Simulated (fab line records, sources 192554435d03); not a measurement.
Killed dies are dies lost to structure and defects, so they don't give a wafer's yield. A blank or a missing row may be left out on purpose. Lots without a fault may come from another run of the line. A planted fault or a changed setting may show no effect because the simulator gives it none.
Chamber matching | flow n5_finfet | N5_BEOL_M6_ALD_77 on ald_metal-03: 4 sister chambers
The step deposits TaN, target thk 2 nm, pulse time 2 s, purge time 3 s. 4 wafers are shown with their chamber, then 12 later ones without.

WAFERS WITH THEIR CHAMBER
wafer  | chamber | heater_power_w (W)
L089.5 | 3       | 445
L092.4 | 0       | 403
L093.5 | 1       | 507
L093.6 | 2       | 495

WAFERS WITHOUT THEIR CHAMBER
wafer  | heater_power_w (W)
L095.1 | 502
L095.2 | 452
L095.4 | 503
L096.1 | 411
L096.5 | 396
L096.6 | 527
L097.1 | 399
L097.2 | 491
L097.3 | 451
L097.4 | 499
L097.5 | 411
L097.6 | 446

WHICH CHAMBER EACH WENT THROUGH
wafer  | from the rows above     | in truth
L095.1 | can't be placed: 1 or 2 | 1
L095.2 | 3                       | 3
L095.4 | can't be placed: 1 or 2 | 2
L096.1 | 0                       | 0
L096.5 | 0                       | 0
L096.6 | can't be placed: 1 or 2 | 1
L097.1 | 0                       | 0
L097.2 | can't be placed: 2 or 1 | 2
L097.3 | 3                       | 3
L097.4 | can't be placed: 2 or 1 | 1
L097.5 | 0                       | 0
L097.6 | 3                       | 3
Placed correctly: 7 of 12. Can't be placed from these rows: 5 (the true chamber is among the candidates in 5). Placed wrongly: 0.
How it was worked out, from the rows above alone: a wafer's distance from a chamber is the root of the sum, over the readings, of the square of ((its reading less the chamber's mean) divided by the reading's scatter). The wafer belongs to the nearest chamber; if the next one is less than 2 further off, it can't be placed. A chamber's mean is the mean of its shown wafers. The scatter: with one shown wafer a chamber, the root of the mean of the squares of how far each hidden wafer lies from its nearest shown one.
